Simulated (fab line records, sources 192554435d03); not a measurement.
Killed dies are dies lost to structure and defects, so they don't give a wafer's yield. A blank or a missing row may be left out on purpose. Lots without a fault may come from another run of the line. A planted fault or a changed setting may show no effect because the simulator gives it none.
Split-lot experiment | flow n5_finfet | 7 lots, 21 wafers read, on a route of 1938 steps

THE SPLIT
At N5_BEOL_M11_EXPOSE_08 (exposes mask M11), the setting dose_mj was moved away from the recipe's 53.75 on 8 of the 21 wafers read, by -7.2% to +4.5%. The other wafers ran this setting at the recipe's value.

FROM THE SPLIT TO THE READING: what the file shows between them, 15 steps
- N5_BEOL_M11_PEB_09: peb time 60 s
- N5_BEOL_M11_DEVELOP_10: develop time 30 s
- N5_BEOL_M11_CD_MEAS_11: target cd 64.1 nm
- N5_BEOL_M11_DESCUM_16: chemistry O2, time 7.9 s
- N5_BEOL_M11_ETCH_61: etches SiARC in CF4, target depth 39 nm, time 65 s
- N5_BEOL_M11_ETCH_62: etches SOC in N2/H2, target depth 110 nm, overetch 22 nm, time 165 s
- N5_BEOL_M11_STRIP_68: strips in N2/H2
- N5_BEOL_M11_STRIP_67: strips in CF4
- N5_BEOL_M11_HM_OPEN_17: chemistry Cl2/BCl3, target TiN, target depth 20 nm, overetch 6 nm
- N5_BEOL_M11_STRIP_19: strips in O2
- N5_BEOL_M11_CD_MEAS_18: pitch 140 nm, target cd 70 nm
- N5_BEOL_M11_COAT_63: time 60 s, resist thk 100 nm
- N5_BEOL_M11_COAT_64: time 60 s, resist thk 30 nm
- N5_BEOL_M11_PRECLEAN_42: cleans in residue remover, time 60 s
- N5_BEOL_M11_SRD_43: time 30 s

THE READING
cd_nm, in nm, at N5_BEOL_M11_CD_MEAS_35 (target cd 70 nm). Fault-free wafers of this fab line usually give 70.0 nm, standard deviation 0.69 nm.

wafer  | tool, chamber at the split | dose_mj as run | against the recipe | cd_nm, nm | against lot-mates on the recipe
L077.4 | arfi_scanner-02, 0         | 53.75          | recipe             | 69.1      | -
L077.5 | arfi_scanner-02, 0         | 53.75          | recipe             | 69.8      | -
L077.6 | arfi_scanner-02, 0         | 53.75          | recipe             | 69.7      | -
L082.3 | arfi_scanner-02, 0         | 53.75          | recipe             | 69.8      | -
L082.4 | arfi_scanner-02, 0         | 56.18          | +4.5%              | 72.6      | +2.8
L082.5 | arfi_scanner-02, 0         | 56.18          | +4.5%              | 72.3      | +2.5
L084.2 | arfi_scanner-03, 0         | 51.57          | -4.1%              | 68.0      | -0.9
L084.4 | arfi_scanner-03, 0         | 51.57          | -4.1%              | 67.3      | -1.6
L084.5 | arfi_scanner-03, 0         | 53.75          | recipe             | 68.9      | -
L089.2 | arfi_scanner-03, 0         | 49.86          | -7.2%              | 66.1      | -4.7
L089.4 | arfi_scanner-03, 0         | 49.86          | -7.2%              | 66.4      | -4.4
L089.6 | arfi_scanner-03, 0         | 53.75          | recipe             | 70.8      | -
L093.1 | arfi_scanner-01, 0         | 53.75          | recipe             | 71.2      | -
L093.2 | arfi_scanner-01, 0         | 53.75          | recipe             | 70.3      | -
L093.4 | arfi_scanner-01, 0         | 53.75          | recipe             | 70.6      | -
L096.2 | arfi_scanner-02, 0         | 53.75          | recipe             | 69.6      | -
L096.5 | arfi_scanner-02, 0         | 55.99          | +4.2%              | 71.8      | +2.2
L096.6 | arfi_scanner-02, 0         | 55.99          | +4.2%              | 72.1      | +2.5
L097.1 | arfi_scanner-01, 0         | 53.75          | recipe             | 70.2      | -
L097.2 | arfi_scanner-01, 0         | 53.75          | recipe             | 70.0      | -
L097.5 | arfi_scanner-01, 0         | 53.75          | recipe             | 70.3      | -

THE FIT
A straight line over all 21 wafers: cd_nm changes by +0.524 nm for each +1% of dose_mj; r = +0.95; the points scatter about the line by 0.54 nm.
The same after taking each lot's own level away (the mean of its wafers on the recipe; 21 wafers): +0.562 nm for each +1%; r = +0.97; scatter 0.44 nm.
On that fit, the largest move of dose_mj shifts the reading by 4.1 nm.
The lots' own levels span 68.90 to 70.80 nm, that is 2.8 times the standard deviation above.
So the lot-to-lot level changes the slope little: the two slopes agree.
Check: with one of the wafers moved furthest among these (-7.2%) left out of the fit, the line predicts -3.74 nm for it against its lot-mates. It came out at -4.7 nm against them.

THE WHOLE CHAIN: every reading that the file lists as answering this split, in the file's order
step                   | what it does                                                         | reading                                                                | change (the file's fit)               | r (the file's)
N5_BEOL_M11_CD_MEAS_11 | target cd 64.1 nm                                                    | cd_nm                                                                  | +0.516 nm for each +1% of the setting | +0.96
N5_BEOL_M11_ETCH_61    | etches SiARC in CF4, target depth 39 nm, time 65 s                   | BEOL_M11.cd_offset_nm (the simulator's own value, which no gauge read) | +0.532 nm for each +1% of the setting | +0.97
N5_BEOL_M11_ETCH_62    | etches SOC in N2/H2, target depth 110 nm, overetch 22 nm, time 165 s | BEOL_M11.cd_offset_nm (the simulator's own value, which no gauge read) | +0.515 nm for each +1% of the setting | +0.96
N5_BEOL_M11_HM_OPEN_17 | chemistry Cl2/BCl3, target TiN, target depth 20 nm, overetch 6 nm    | BEOL_M11.cd_offset_nm (the simulator's own value, which no gauge read) | +0.554 nm for each +1% of the setting | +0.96
N5_BEOL_M11_CD_MEAS_18 | pitch 140 nm, target cd 70 nm                                        | cd_nm                                                                  | +0.538 nm for each +1% of the setting | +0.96
N5_BEOL_M11_CD_MEAS_35 | target cd 70 nm                                                      | cd_nm                                                                  | +0.556 nm for each +1% of the setting | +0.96

THE FILE'S OWN FIT
cd_nm changes by +0.556 nm for each +1% of dose_mj, r = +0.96.
